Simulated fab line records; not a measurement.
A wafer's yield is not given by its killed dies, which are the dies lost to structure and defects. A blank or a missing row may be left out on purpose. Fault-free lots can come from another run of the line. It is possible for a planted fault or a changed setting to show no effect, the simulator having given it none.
Which tool did it?    flow n5-finfet    10 lots with 29 wafers sampled at 5 steps, on a route of 1938 steps

WHAT EACH GAUGE READ, for each wafer
N5_BEOL_M4_RC_MEAS_101. Usual: DIBL_N 37.0 mV/V, standard deviation 2.3; DIBL_P 37.3 mV/V, standard deviation 2.8; IOFF_N 0.17 nA/um, standard deviation 0.046; IOFF_P 0.23 nA/um, standard deviation 0.054; ION_N 675 uA/um, standard deviation 14; ION_P 460 uA/um, standard deviation 9.3; SS_N 71.7 mV/dec, standard deviation 0.73; SS_P 73.6 mV/dec, standard deviation 0.95; VT_N 249 mV, standard deviation 3.9; VT_P -250 mV, standard deviation 3.9.
lot   measured      on         DIBL_N (mV/V)   DIBL_P (mV/V)   IOFF_N (nA/um)  IOFF_P (nA/um)  ION_N (uA/um)  ION_P (uA/um)  SS_N (mV/dec)   SS_P (mV/dec)   VT_N (mV)    VT_P (mV)       flag
L617  day 7 23:18   prober-02  40.3 37.1 43.8  40.9 35.4 44.8  0.23 0.15 0.36  0.31 0.21 0.42  680 676 712    471 464 478    72.2 71.3 73.7  74.8 73.7 76.2  243 251 240  -246 -251 -243  
L625  day 10 05:55  prober-01  38.9 37.5 38.8  41.4 38.2 40.7  0.20 0.16 0.21  0.29 0.23 0.28  679 682 691    467 470 474    71.3 72.1 72.2  74.8 74.1 74.7  248 249 248  -246 -250 -246  
L627  day 10 09:41  prober-01  34.9 34.1 34.6  32.9 32.0 33.9  0.14 0.11 0.12  0.19 0.18 0.20  681 654 669    474 455 466    71.4 71.5 71.9  73.1 72.2 72.5  250 257 254  -248 -250 -250  
L628  day 10 19:25  prober-01  37.4 37.1       35.9 36.5       0.17 0.15       0.19 0.20       670 650        458 450        71.4 71.0       73.9 72.9       247 252      -251 -251       
L634  day 12 22:21  prober-02  33.5 36.2 37.3  30.7 35.0 35.0  0.10 0.14 0.16  0.13 0.18 0.18  640 664 666    440 452 448    71.0 71.2 72.1  72.3 73.1 73.3  257 250 250  -258 -254 -253  
L635  day 12 22:43  prober-01  32.3 36.5 32.7  33.6 38.5 34.1  0.11 0.18 0.12  0.14 0.20 0.14  657 679 663    445 458 449    71.2 72.3 71.1  72.2 73.7 72.2  256 249 254  -257 -252 -258  
L636  day 13 00:56  prober-02  36.2 37.1 35.3  33.2 35.2 33.1  0.15 0.17 0.13  0.18 0.21 0.18  670 676 677    456 454 466    71.6 71.7 70.6  72.5 72.8 73.1  253 250 252  -253 -253 -250  
L637  day 13 14:05  prober-01  38.3 36.8 37.2  39.4 38.0 38.0  0.20 0.17 0.18  0.24 0.21 0.22  673 671 666    456 455 455    71.8 72.3 71.8  73.6 72.9 73.7  247 250 248  -251 -252 -250  
L639  day 14 07:43  prober-02  37.7 40.0 35.8  38.9 40.9 37.0  0.19 0.24 0.15  0.28 0.30 0.23  670 696 677    460 474 471    72.9 73.1 71.6  73.9 74.6 73.2  249 244 250  -247 -245 -248  
L640  day 14 06:08  prober-01  37.3 37.0 33.1  38.5 38.7 34.3  0.16 0.17 0.10  0.18 0.18 0.13  675 675 656    450 449 445    72.0 71.9 70.3  74.2 73.9 72.1  252 251 256  -257 -256 -258  

WHAT TOOL EACH LOT RAN ON (gives the tool, then ch and the chambers of the sampled wafers, and finally the start)
lot   N5_GATE_CUT_STRIP_42                N5_GATE_CUT_VAPOR_ETCH_48          N5_GATE_CUT_VAPOR_ETCH_51          N5_GATE_CUT_ALD_22
L617  rie-diel-02 ch 0,1, day 4 10:50     rie-metal-02 ch 0,1, day 4 11:10   rie-metal-02 ch 0,1, day 4 11:14   ald-sin-01 ch 0,1, day 4 11:25
L625  rie-diel-04 ch 0,2, day 6 14:02     rie-metal-01 ch 0, day 6 14:22     rie-metal-01 ch 0, day 6 14:26     ald-sin-01 ch 1,2,3, day 6 14:38
L627  rie-diel-06 ch 0,2,3, day 6 23:01   rie-metal-01 ch 0,1, day 6 23:21   rie-metal-01 ch 0,1, day 6 23:25   ald-sin-03 ch 1,2,3, day 6 23:37
L628  rie-diel-04 ch 0, day 7 07:37       rie-metal-02 ch 0,1, day 7 07:56   rie-metal-02 ch 0,1, day 7 08:00   ald-sin-01 ch 3, day 7 08:19
L634  rie-diel-02 ch 0,3, day 8 19:21     rie-metal-03 ch 0,1, day 8 19:41   rie-metal-03 ch 0,1, day 8 19:44   ald-sin-03 ch 0,2,3, day 8 20:52
L635  rie-diel-06 ch 1,2, day 8 22:47     rie-metal-03 ch 0,1, day 8 23:07   rie-metal-03 ch 0,1, day 8 23:11   ald-sin-03 ch 2,3, day 8 23:50
L636  rie-diel-02 ch 0,1, day 9 07:26     rie-metal-02 ch 0,1, day 9 07:46   rie-metal-02 ch 0,1, day 9 07:50   ald-sin-03 ch 0,1,3, day 9 08:02
L637  rie-diel-04 ch 1,2,3, day 9 14:04   rie-metal-02 ch 0, day 9 14:35     rie-metal-02 ch 0, day 9 14:42     ald-sin-04 ch 1,3, day 9 14:56
L639  rie-diel-02 ch 0,1,2, day 10 01:19  rie-metal-01 ch 0,1, day 10 01:38  rie-metal-01 ch 0,1, day 10 01:42  ald-sin-03 ch 0,1,2, day 10 02:10
L640  rie-diel-02 ch 2,3, day 10 08:46    rie-metal-03 ch 0,1, day 10 09:07  rie-metal-03 ch 0,1, day 10 09:10  ald-sin-01 ch 1,2,3, day 10 09:22
- N5_GATE_CUT_STRIP_42: strips in O2.
- N5_GATE_CUT_VAPOR_ETCH_48: etches TiN in BCl3/Cl2.
- N5_GATE_CUT_VAPOR_ETCH_51: etches HfO2 in BCl3/Cl2.
- N5_GATE_CUT_ALD_22: deposits SiNx, target thk 16 nm, pulse time 1 s, ald cycles 320.

WHAT THE TOOLS THEMSELVES READ (means of the sampled wafers that have a number; where no wafer has one, the mark that the record gives instead)
N5_GATE_CUT_STRIP_42. Usual: drypump-motor-current-A 5.8 A, standard deviation 0.54; oes-product-au 0.76 a.u., standard deviation 0.075; rf-vpp-V 3.6 V, standard deviation 0.53; showerhead-plenum-p-Torr 2.11 Torr, standard deviation 0.073; throttle-valve-pct 16.59 %, standard deviation 0.22.
lot   tool         drypump-motor-current-A (A)  oes-product-au (a.u.)  rf-vpp-V (V)  showerhead-plenum-p-Torr (Torr)  throttle-valve-pct (%)  flag
L617  rie-diel-02  5.5                          0.71                   3.5           2.16                             16.55                   
L625  rie-diel-04  5.0                          0.74                   3.7           2.18                             16.66                   
L627  rie-diel-06  5.8                          0.80                   3.3           2.08                             16.75                   
L628  rie-diel-04  5.3                          0.76                   3.1           2.17                             16.62                   
L634  rie-diel-02  6.5                          0.79                   4.0           2.08                             16.46                   
L635  rie-diel-06  5.9                          0.86                   3.7           2.05                             16.45                   
L636  rie-diel-02  6.0                          0.87                   3.9           2.16                             16.40                   
L637  rie-diel-04  5.7                          0.70                   3.7           2.10                             16.61                   
L639  rie-diel-02  5.9                          0.78                   4.0           2.11                             16.58                   
L640  rie-diel-02  6.4                          0.72                   3.8           2.03                             16.77                   

N5_GATE_CUT_VAPOR_ETCH_48. Usual: drypump-motor-current-A 5.5 A, standard deviation 0.33; he-backside-leak-sccm 3.4 sccm, standard deviation 0.31; oes-product-au 0.75 a.u., standard deviation 0.14.
lot   tool          drypump-motor-current-A (A)  he-backside-leak-sccm (sccm)  oes-product-au (a.u.)  flag
L617  rie-metal-02  5.3                          3.2                           0.62                   
L625  rie-metal-01  5.5                          3.4                           0.95                   
L627  rie-metal-01  5.6                          3.4                           0.96                   
L628  rie-metal-02  5.2                          3.4                           0.61                   
L634  rie-metal-03  5.7                          3.4                           0.74                   
L635  rie-metal-03  -                            -                             -                      OFF
L636  rie-metal-02  -                            -                             -                      OFF
L637  rie-metal-02  -                            -                             -                      OFF
L639  rie-metal-01  5.5                          3.2                           0.90                   
L640  rie-metal-03  5.8                          3.3                           0.76                   

N5_GATE_CUT_VAPOR_ETCH_51. Usual: drypump-motor-current-A 5.5 A, standard deviation 0.34; he-backside-leak-sccm 3.37 sccm, standard deviation 0.29; oes-product-au 0.75 a.u., standard deviation 0.14.
lot   tool          drypump-motor-current-A (A)  he-backside-leak-sccm (sccm)  oes-product-au (a.u.)  flag
L617  rie-metal-02  5.3                          3.26                          0.62                   
L625  rie-metal-01  5.5                          3.04                          0.95                   
L627  rie-metal-01  5.5                          3.36                          0.97                   
L628  rie-metal-02  5.2                          3.32                          0.61                   
L634  rie-metal-03  5.8                          3.49                          0.75                   
L635  rie-metal-03  5.7                          3.46                          0.75                   
L636  rie-metal-02  5.3                          3.26                          0.61                   
L637  rie-metal-02  4.9                          3.19                          0.61                   
L639  rie-metal-01  5.5                          3.12                          0.91                   
L640  rie-metal-03  5.8                          3.35                          0.77                   

N5_GATE_CUT_ALD_22. Usual: heater-power-w 857 W, standard deviation 89; precursor-pulse-height-rel 1.000, standard deviation 0.021; susceptor-temp-C 399.98 C, standard deviation 0.23.
lot   tool        heater-power-w (W)  precursor-pulse-height-rel  susceptor-temp-C (C)  flag
L617  ald-sin-01  939                 1.003                       399.90                
L625  ald-sin-01  801                 1.010                       400.03                
L627  ald-sin-03  908                 0.996                       399.91                
L628  ald-sin-01  778                 0.992                       399.77                
L634  ald-sin-03  892                 0.984                       400.01                
L635  ald-sin-03  894                 0.987                       400.01                
L636  ald-sin-03  857                 1.000                       399.94                
L637  ald-sin-04  889                 0.997                       400.26                
L639  ald-sin-03  890                 0.999                       400.05                
L640  ald-sin-01  787                 1.004                       400.23                

THE ANSWER, worked out from the rows above alone
Rule: lot off if the mean of its wafers having a number is beyond 3 standard deviations from the usual mean. Also off: a lot with no number at a reading for which 4 or more lots have one. The other lots that the step has rows for count as sound. Order of review: gauges by route order, followed by the tools' own readings, for which a lot's mean as printed above is used. At the first step where some lot is off, the reading lying furthest off is the one used; lots without a number count as furthest.
Off, at N5_GATE_CUT_VAPOR_ETCH_48 on drypump-motor-current-A: L635, L636, L637. Without a number there: L635, L636, L637.
A tool fits if, at that step or a process step before it, it ran every lot that is off, and no sound lot after the first of them. Not one of the candidates tried fits.

WHAT THE SIMULATOR HAD PUT IN
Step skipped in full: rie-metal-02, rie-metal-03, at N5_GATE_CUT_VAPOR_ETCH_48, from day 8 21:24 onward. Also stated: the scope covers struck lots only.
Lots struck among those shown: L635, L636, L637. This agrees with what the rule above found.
